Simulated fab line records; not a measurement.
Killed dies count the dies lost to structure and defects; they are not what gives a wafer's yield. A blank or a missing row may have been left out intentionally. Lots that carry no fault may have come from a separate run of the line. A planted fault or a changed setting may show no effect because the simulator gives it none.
fab line records | flow nandHarc
record: lots: 6 wafers: 18 lastDay: 33
route steps=1302 shown A_M0@1148 END@1302
lots with no fault: from the same line, run without faults
startH: hours from the record's opening day to when the first of the lot's shown wafers began | waitH: hours since the lot's step before | " identical to the entry in the row above | L1.1+2: a row that stands for several wafers | - no value, or no start was given | * or withheld: withheld | < > ~ a bound
route shown NAME@n: names a module that has steps shown in the file, with the first one's number in the route | usual: mean/standard deviation of fault-free wafers | same: alike in all rows | chamber/n: place in a boat | sites: per-site readings | _std_site: standard deviation across them | _edge_site: mean of outer sites minus mean of inner sites | radiusMm: for every site, how far away it sits from the centre of the wafer | mask NAME#n: copy n | behind: the tool/chamber that last shaped the wafer | hold: why the lot was held/for how many hours/how that ended | device: the transistor (n, p or np) that didn't switch | end of line: the tests these same wafers got at the end of their route | a step given without rows: its recipe and nothing more | killed: not the wafer's yield, but the dies lost to structure and defects at the first sort | map: a wafer's dies, x killed, . not, _ none there
set.NAME: setting as actually run; set.NAME@STEP: the setting as run at that earlier step | model.NAME: the simulator's own value behind a step, which no gauge read
lots at selected steps of the route; one table per step, one row per wafer
services: when a tool's chamber went out of use (startH, in hours from the record's first day, below 0 if earlier), for how many hours, and the reason
== steps ==
step: NHARC_A_M0_OVL_MEAS_10
recipe: pitchNm: 160
usual: overlayXNm: 0.1/0.78 overlayYNm: 0.3/0.92
columns lot.wafer tool chamber startH waitH overlayXNm overlayYNm
L390.2 overlay-02 - 632.00 - -0.7 -0.5
L390.5 " - " " -0.1 -0.1
L390.6 " - " " -0.4 -0.6
L392.2 overlay-02 - 651.18 - 0.0 -0.3
L392.3 " - " " 0.2 0.3
L392.6 " - " " -0.4 0.0
L398.1 overlay-01 - 711.83 - -0.7 1.9
L398.2 " - " " -0.3 1.5
L398.4 " - " " -0.3 1.1
L402.1 overlay-01 - 726.52 - 1.3 0.2
L402.3 " - " " 1.0 -0.3
L402.6 " - " " 1.3 -0.2
L399.4 overlay-02 - 745.23 - 2.2 0.4
L399.5 " - " " 1.9 0.9
L399.6 " - " " 2.4 0.9
L403.2 overlay-02 - 749.08 - -0.4 0.6
L403.3 " - " " 0.3 0.5
L403.4 " - " " 0.1 0.4
step: NHARC_A_M0_INSPECT_11
usual: rawDefectCount: 77/36
columns lot.wafer tool chamber startH waitH rawDefectCount
L390.2 defectInspect-01 - 632.04 0.0 40
L390.5 " - " " 34
L390.6 " - " " 44
L392.2 defectInspect-01 - 651.22 0.0 113
L392.3 " - " " 104
L392.6 " - " " 109
L398.1 defectInspect-02 - 711.86 0.0 89
L398.2 " - " " 70
L398.4 " - " " 87
L402.1 defectInspect-02 - 726.56 0.0 29
L402.3 " - " " 26
L402.6 " - " " 28
L399.4 defectInspect-02 - 745.26 0.0 69
L399.5 " - " " 60
L399.6 " - " " 56
L403.2 defectInspect-01 - 749.11 0.0 94
L403.3 " - " " 98
L403.4 " - " " 76
step: NHARC_A_M0_DESCUM_14
recipe: timeS: 3 o2FlowSccm: 200 arFlowSccm: 0 biasPowerW: 0 chemistry: O2
step: NHARC_A_M0_ETCH_34
recipe: targetDepthA: 400 overetchA: 120 timeS: 43.94 ionEnergyEv: 200 n2FlowSccm: 150 h2FlowSccm: 150 arFlowSccm: 0 rfW: 400 biasW: 150 chemistry: N2/H2
usual: drypumpMotorCurrentA: 5.7/0.4 oesProductAu: 0.999/0.008 rfVppV: 431.9/1.7 showerheadPlenumPTorr: 2.09/0.06 throttleValvePct: 14.170/0.0084
same: timeS: 43.94
columns lot.wafer tool chamber startH waitH drypumpMotorCurrentA oesProductAu rfHoursCounterH rfVppV showerheadPlenumPTorr throttleValvePct
L390.2 rieDiel-08 1 632.20 0.1 5.7 0.992 3.1 434.0 2.13 14.177
L390.5 " 2 " " 5.5 1.012 - 432.7 2.10 14.165
L390.6 " 3 " " 6.2 0.994 - 433.7 2.17 14.194
L392.3 rieDiel-08 0 651.83 0.5 5.9 1.003 4.1 431.6 2.06 14.171
L392.2 " 2 " " 5.5 1.006 3.9 433.3 2.10 14.172
L392.6 " 1 " " 5.7 1.005 - 433.5 2.13 14.185
L398.4 rieDiel-08 0 712.01 0.1 5.9 0.991 7.1 430.7 2.06 14.166
L398.2 " 1 " " 5.7 0.994 7.3 433.1 2.13 14.170
L398.1 " 3 " " 6.2 0.983 7.1 434.7 2.17 14.172
L402.3 rieDiel-09 0 726.71 0.1 5.0 1.009 2.0 433.2 2.09 14.175
L402.1 " 1 " " 6.2 0.994 0.7 431.1 2.07 14.171
L402.6 " 3 " " 5.9 1.010 - 430.5 2.02 14.165
L399.4 rieDiel-08 3 745.43 0.1 6.2 0.990 0.5 434.2 2.17 14.170
L399.6 " 0 " " 5.9 1.004 - 433.4 2.06 14.167
L399.5 " 1 " " 5.7 0.999 - 433.0 2.13 14.165
L403.3 rieDiel-08 1 749.26 0.1 5.8 0.999 0.9 432.7 2.13 14.171
L403.2 " 3 " " 6.2 0.991 0.7 434.5 2.17 14.190
L403.4 " 0 " " 5.9 1.012 0.7 431.3 2.05 14.180
step: NHARC_A_M0_ETCH_15
recipe: targetDepthA: 1500 overetchA: 150 timeS: 82.5 c4f8FlowSccm: withheld arFlowSccm: 400 rfW: 600 biasW: 300 chemistry: C4F8/Ar
usual: oesProductAu: 0.953/0.023 rfVppV: 442.0/1.9
same: timeS: 82.5
columns lot.wafer tool chamber startH waitH oesProductAu rfHoursCounterH rfVppV
L390.2 rieDiel-08 2 - - 0.943 3.3 442.5
L390.5 " 0 " " 0.930 - 442.3
L390.6 " 1 " " 0.921 - 442.2
L392.3 rieDiel-08 1 - - 0.925 3.9 443.0
L392.2 " 2 " " 0.925 3.9 441.4
L392.6 " 3 " " 0.923 - 444.5
L398.4 rieDiel-08 3 - - 0.945 7.2 445.7
L398.1 " 1 " " 0.965 7.4 442.5
L398.2 " 2 " " 0.978 7.4 441.3
L402.1 rieDiel-09 2 - - 0.977 2.0 440.1
L402.3 " 0 " " 0.951 2.1 442.8
L402.6 " 3 " " 0.983 - 440.4
L399.4 rieDiel-08 1 - - 0.977 0.8 443.3
L399.5 " 0 " " 0.977 - 441.7
L399.6 " 1 " " 0.977 - 441.7
L403.2 rieDiel-08 3 - - 0.978 0.7 445.8
L403.4 " 0 " " 0.967 0.8 441.2
L403.3 " 1 " " 0.965 0.9 443.0
step: NHARC_A_M0_CD_MEAS_16
usual: cdNm: 80.0/0.71
columns lot.wafer tool chamber startH waitH cdNm
L390.2 cdSem-03 - 632.40 - 80.8
L390.5 " - " " 81.2
L390.6 " - " " 79.5
L392.2 cdSem-01 - 652.06 - 79.5
L392.3 " - " " 80.4
L392.6 " - " " 79.8
L398.1 cdSem-01 - 712.22 - 79.5
L398.2 " - " " 78.8
L398.4 " - " " 79.8
L402.1 cdSem-02 - 726.91 - 79.9
L402.3 " - " " 80.3
L402.6 " - " " 81.1
L399.4 cdSem-03 - 745.63 - 80.9
L399.5 " - " " 79.7
L399.6 " - " " 80.0
L403.2 cdSem-02 - 749.48 - 81.3
L403.3 " - " " 78.6
L403.4 " - " " 80.0
step: NHARC_A_M0_STRIP_18
recipe: powerW: 1000 n2FlowSccm: 150 h2FlowSccm: 150 arFlowSccm: 0 biasW: 0 chemistry: N2/H2
usual: drypumpMotorCurrentA: 5.7/0.48 oesProductAu: 0.998/0.0069 rfVppV: 90.7/0.95 showerheadPlenumPTorr: 2.04/0.07 throttleValvePct: 14.172/0.0079
columns lot.wafer tool chamber startH waitH drypumpMotorCurrentA oesProductAu rfHoursCounterH rfVppV showerheadPlenumPTorr throttleValvePct
L390.2 rieDiel-08 0 632.52 0.1 5.9 1.001 3.2 92.1 2.06 14.169
L390.6 " 2 " " 5.5 1.007 - 91.6 2.10 14.170
L390.5 " 3 " " 6.2 1.001 - 92.4 2.18 14.174
L392.3 rieDiel-13 1 652.13 0.1 4.9 1.000 6.6 90.7 1.95 14.178
L392.2 " 3 " " 6.3 1.000 5.5 89.1 2.05 14.172
L392.6 " 2 " " 6.2 1.006 - 89.7 1.94 14.171
L398.2 rieDiel-09 2 712.30 0.1 5.1 0.991 1.6 90.6 2.04 14.175
L398.1 " 0 " " 5.0 1.000 1.8 91.0 2.09 14.173
L398.4 " 1 " " 6.2 1.011 0.5 89.0 2.07 14.168
L402.1 rieDiel-09 1 727.04 0.1 6.2 0.999 0.8 90.5 2.07 14.180
L402.3 " 2 " " 5.1 1.000 2.1 91.5 2.04 14.174
L402.6 " 0 " " 5.1 0.999 - 90.3 2.09 14.181
L399.4 rieDiel-13 2 745.77 0.1 6.2 0.999 2.4 90.4 1.94 14.173
L399.5 " 3 " " 6.2 1.010 - 91.2 2.05 14.172
L399.6 " 0 " " 5.7 0.998 - 90.5 1.97 14.183
L403.4 rieDiel-08 0 749.55 0.1 5.9 0.996 0.8 92.2 2.06 14.169
L403.3 " 1 " " 5.8 1.001 1.0 92.0 2.13 14.175
L403.2 " 2 " " 5.5 1.007 0.9 91.2 2.10 14.177
step: NHARC_A_M0_STRIP_19
recipe: timeS: 600 tempC: 30 chemistry: postEtchResidueRemover
step: NHARC_A_M0_DEGAS_28
recipe: tempC: 250 timeS: 60
step: NHARC_A_M0_PRE_CLEAN_29
recipe: timeS: 30 tempC: 280 gas: H2/He
usual: heaterPowerW: 419/45
same: timeS: 30
columns lot.wafer tool chamber startH waitH heaterPowerW
L390.2 pvdSputter-02 - - - 403
L390.5 " - " " 417
L390.6 " - " " 467
L392.2 pvdSputter-03 - - - 376
L392.3 " - " " 423
L392.6 " - " " 365
L398.1 pvdSputter-02 - - - 386
L398.4 " - " " 399
L398.2 " - " " 476
L402.1 pvdSputter-03 - - - 444
L402.3 " - " " 353
L402.6 " - " " 364
L399.4 pvdSputter-03 - - - 357
L399.6 " - " " 362
L399.5 " - " " 361
L403.3 pvdSputter-03 - - - 360
L403.2 " - " " 369
L403.4 " - " " 442
step: NHARC_A_M0_PVD_20
recipe: targetThkA: 50 biasV: 168.6 powerW: 15000 chamberPressurePa: 0.12 timeS: 8.06 substrateTempC: 50 material: TaN
step: NHARC_A_M0_PVD_21
recipe: targetThkA: 300 chamberPressurePa: 5 powerW: 5000 substrateTempC: 30 timeS: 20.49 material: Cu
usual: chamberPressurePa: 4.999/0.0094 throttleValvePct: 30.1/0.88
same: timeS: 20.49
columns lot.wafer tool chamber startH waitH chamberPressurePa throttleValvePct
L390.2 pvdSputter-02 - - - 4.992 30.1
L390.5 " - " " 4.999 30.1
L390.6 " - " " 5.001 28.7
L392.2 pvdSputter-03 - - - 4.980 29.7
L392.3 " - " " 5.028 29.9
L392.6 " - " " 4.998 29.8
L398.2 pvdSputter-02 - - - 4.998 30.1
L398.1 " - " " 4.995 31.1
L398.4 " - " " 4.989 29.1
L402.3 pvdSputter-03 - - - 4.988 28.8
L402.1 " - " " 5.006 30.5
L402.6 " - " " 5.019 29.3
L399.4 pvdSputter-03 - - - 4.995 29.9
L399.6 " - " " 5.008 29.7
L399.5 " - " " 4.991 28.5
L403.2 pvdSputter-03 - - - 4.992 29.5
L403.4 " - " " 4.988 29.0
L403.3 " - " " 5.004 29.8
step: NHARC_A_M0_ECD_22
recipe: targetThkA: 4000 bathTempC: 25 material: Cu
columns lot.wafer tool chamber startH waitH
L390.2+6+5 ecdCu-01 0,0,1 633.38 -
L392.2+3+6 ecdCu-01 1,1,0 653.08 -
L398.2+1+4 ecdCu-02 1,0,1 713.20 -
L402.1+3+6 ecdCu-01 1,0,0 727.94 -
L399.4+5+6 ecdCu-01 1,0,1 746.75 -
L403.2+4+3 ecdCu-02 1,1,0 750.49 -
step: NHARC_A_M0_ANNEAL_30
recipe: tempC: 225 timeS: 90
step: NHARC_A_M0_CMP_23
recipe: tOverpolishS: 20 targetThkNm: 113.75
usual: motorCurrentA: 12.5/1.4 timeToEndpointS: 28.1/2.1
columns lot.wafer tool chamber startH waitH motorCurrentA timeToEndpointS
L390.2 cmp-03 1 634.16 - 12.4 20.0
L390.5 " 3 " " 13.6 27.7
L390.6 " 0 " " 11.0 18.7
L392.2 cmp-04 2 653.81 - 13.4 28.8
L392.3 " 3 " " 14.0 27.5
L392.6 " 1 " " 12.5 17.4
L398.4 cmp-03 1 713.94 - 12.1 29.4
L398.1 " 2 " " 12.6 27.7
L398.2 " 3 " " 13.1 28.2
L402.1 cmp-01 2 728.62 - 12.1 28.3
L402.3 " 3 " " 11.2 27.6
L402.6 " 3 " " 10.9 26.1
L399.4 cmp-04 3 747.62 - 14.6 29.4
L399.5 " 2 " " 12.9 27.5
L399.6 " 3 " " 14.0 27.6
L403.2 cmp-04 0 752.23 - 15.6 30.0
L403.3 " 1 " " 12.3 30.9
L403.4 " 2 " " 12.9 30.9
step: NHARC_A_M0_THK_MEAS_24
recipe: thkMeasGauge: xrf
usual: thkNm: 113.4/1.3
columns lot.wafer tool chamber startH waitH thkNm
L390.2 filmMetro-01 - 634.42 - 113.9
L390.5 " - " " 113.8
L390.6 " - " " 112.6
L392.2 filmMetro-01 - 654.08 - 112.9
L392.3 " - " " 113.5
L392.6 " - " " 113.5
L398.1 filmMetro-02 - 714.23 - 115.8
L398.2 " - " " 115.0
L398.4 " - " " 113.6
L402.1 filmMetro-02 - 728.93 - 112.4
L402.3 " - " " 111.6
L402.6 " - " " 112.0
L399.4 filmMetro-01 - 747.91 - 113.1
L399.5 " - " " 111.9
L399.6 " - " " 114.4
L403.2 filmMetro-02 - 752.55 - 116.8
L403.3 " - " " 111.8
L403.4 " - " " 113.8
step: NHARC_END_SORT_01
recipe: tempC: 25
usual: defectLimitedYield: 92.0/2.6 killedAtArray: 50/17 killedAtOther: 0.7/1 killedAtPeriphery: 3.4/2.4 killedDies: 54/17 killedOpen: 3.3/1.7 killedShort: 2.5/1.6 sort_bin_2_pct: 2.8/1.1 sort_bin_3_pct: 0.5/0.33 sort_bin_4_pct: 4.6/1.5 sortNPass: 623/17 sortRimYieldPct: 92/3.8 sortYieldPct: 92.0/2.6
same: grossDies: 677 sort_bin_5_pct[%]: 0 sort_bin_6_pct[%]: 0 sort_bin_7_pct[%]: 0 sort_bin_8_pct[%]: 0 sortRimNGross: 106.00
columns lot.wafer tool chamber startH waitH defectLimitedYield[%] killedAtArray killedAtOther killedAtPeriphery killedDies killedOpen killedShort sort_bin_2_pct[%] sort_bin_3_pct[%] sort_bin_4_pct[%] sortNPass sortRimYieldPct[%] sortYieldPct[%]
L392.2 prober-02 0 690.02 2.8 87.9 76 0 6 82 4 3 4.4 0.3 7.4 595 92 87.9
L392.3 prober-02 0 690.82 3.1 89.8 68 0 1 69 1 4 2.4 0.6 7.2 608 92 89.8
L398.1 prober-01 0 763.28 2.5 89.7 68 0 2 70 4 2 3.7 0.4 6.2 607 92 89.7
L398.2 prober-01 0 764.09 2.8 92.6 47 0 3 50 2 2 2.8 0.3 4.3 627 94 92.6
L398.4 prober-01 0 765.70 3.4 92.8 48 0 1 49 1 1 3.1 0.4 3.7 628 95 92.8
killed by level:class
L392.2 A_CHANNEL_HOLE_D1:chamberFilmFlake=31 A_SLIT:chamberFilmFlake=30 A_CONTACT:chamberFilmFlake=4 P_ZERO_WELL:chamberFilmFlake=3 A_CHANNEL_FILL_D1:geometricParticle:open=2 A_WL_FILL:chamberFilmFlake=2 P_STI:geometricParticle:short=1 P_M0:geometricParticle:open=1
L392.3 A_CHANNEL_HOLE_D1:chamberFilmFlake=30 A_SLIT:chamberFilmFlake=22 A_CONTACT:chamberFilmFlake=5 A_DECK1_JOINT:chamberFilmFlake=2 A_ONON_D1:geometricParticle:short=1 A_DECK1_JOINT:geometricParticle:short=1 A_ONON_D2:geometricParticle:short=1 A_CHANNEL_HOLE_D2:geometricParticle:open=1
L398.1 A_SLIT:chamberFilmFlake=36 A_CHANNEL_HOLE_D1:chamberFilmFlake=15 A_CONTACT:chamberFilmFlake=4 A_DECK1_JOINT:geometricParticle:open=2 A_CHANNEL_FILL_D2:chamberFilmFlake=2 P_STI:geometricParticle:short=1 A_ONON_D1:geometricParticle:open=1 A_ONON_D2:geometricParticle:short=1
L398.2 A_SLIT:chamberFilmFlake=23 A_CONTACT:chamberFilmFlake=11 A_CHANNEL_HOLE_D1:chamberFilmFlake=8 A_ZERO_WELL:chamberFilmFlake=2 P_CONTACT:geometricParticle:open=1 P_M1:geometricParticle:short=1 A_CHANNEL_FILL_D1:geometricParticle:open=1 A_DECK1_JOINT:geometricParticle:short=1
L398.4 A_SLIT:chamberFilmFlake=27 A_CONTACT:chamberFilmFlake=9 A_ZERO_WELL:chamberFilmFlake=4 A_CHANNEL_HOLE_D1:chamberFilmFlake=3 A_STAIRCASE:chamberFilmFlake=2 A_ONON_D2:geometricParticle:short=1 A_CHANNEL_HOLE_D2:geometricParticle:open=1 P_STI:chamberFilmFlake=1
== services ==
columns tool chamber startH hours kind
rieDiel-08 - 620.62 0.9 repair
rieDiel-09 0 633.53 5.8 repair
pvdSputter-02 - 638.00 10.0 pm
cmp-03 - 648.69 2.1 repair
cmp-03 - 652.00 4.0 pm
ecdCu-01 - 653.74 1.3 repair
rieDiel-13 - 657.51 1.0 repair
rieDiel-09 0 658.38 7.1 repair
rieDiel-09 - 674.10 9.0 pm
pvdSputter-02 - 682.77 3.9 repair
ecdCu-01 - 688.30 8.0 pm
cmp-03 - 694.61 0.8 repair
rieDiel-13 - 696.00 9.0 pm
rieDiel-09 1 698.08 14.0 repair
cmp-04 - 700.35 4.0 pm
pvdSputter-03 - 704.02 10.0 pm
ecdCu-02 - 708.46 2.4 repair
cmp-04 - 710.96 7.2 repair
rieDiel-08 - 721.80 9.0 pm
rieDiel-13 3 726.41 3.6 repair
cmp-04 - 727.14 3.3 repair
rieDiel-13 1 732.83 4.4 repair
rieDiel-08 3 747.45 1.4 repair
cmp-03 - 750.00 4.0 pm
== key ==
firstSign: step: NHARC_A_M0_CMP_23 reading: timeToEndpointS direction: down sigmas: 4.6 usual: * struck: *
effect none on later readings
metAt NHARC_A_M0_ECD_22
struckWafers L390.2,L390.6,L392.6
fault: kind: processParameterDrift tool: ecdCu-01 chamber: 0 onsetH: 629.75 steps: NHARC_A_M0_ECD_22 channel: targetThkA offset: * shape: step endH: 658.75 actsIn: * stated: *
